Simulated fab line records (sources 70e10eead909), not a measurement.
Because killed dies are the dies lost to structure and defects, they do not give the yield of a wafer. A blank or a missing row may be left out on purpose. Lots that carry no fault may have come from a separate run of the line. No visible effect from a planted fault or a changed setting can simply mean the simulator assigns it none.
Chamber matching ; flow nand-harc ; NHARC_A_SGD_CUT_DEP_00 on pecvd-03: 3 sister chambers
The step deposits SiNx, target thk 50 nm. 6 wafers are shown with their chamber, then 8 later ones without.

== WAFERS PAIRED WITH THEIR CHAMBERS ==
wafer;chamber;heater-power-w (W);rf-fwd-power-W (W)
L079.1;0;665;445.3
L083.5;2;778;445.9
L082.1;1;833;445.1
L082.2;2;762;449.0
L082.5;1;820;446.1
L088.1;0;679;451.7

== WAFERS WITHOUT THEIR CHAMBER ==
wafer;heater-power-w (W);rf-fwd-power-W (W)
L088.4;752;447.5
L088.5;750;450.1
L085.1;674;449.8
L085.4;818;446.4
L085.6;725;446.2
L091.1;769;447.9
L091.2;788;447.9
L091.3;567;450.6

== EACH ONE'S CHAMBER ==
wafer;from the rows above;in truth
L088.4;2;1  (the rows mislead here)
L088.5;2;2
L085.1;0;0
L085.4;1;1
L085.6;can't be placed: 2 or 0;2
L091.1;2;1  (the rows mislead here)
L091.2;2;2
L091.3;0;0
Correctly placed: 5 of 8. These rows do not allow placing 1 (true chamber among the candidates in 1). Placed wrongly: 2.
How it was worked out, from the rows above alone: a wafer's distance from a chamber is the root of the sum, over the readings, of the square of ((its reading less the chamber's mean) divided by the reading's scatter). If the next closest chamber is less than 2 further off than the closest, the wafer can't be placed; otherwise it belongs to the closest. Each chamber's mean is taken over the wafers shown for it. The scatter is the square root of a quotient: the sum, over the shown wafers, of each reading's squared deviation from its chamber's mean, divided by wafers minus chambers.
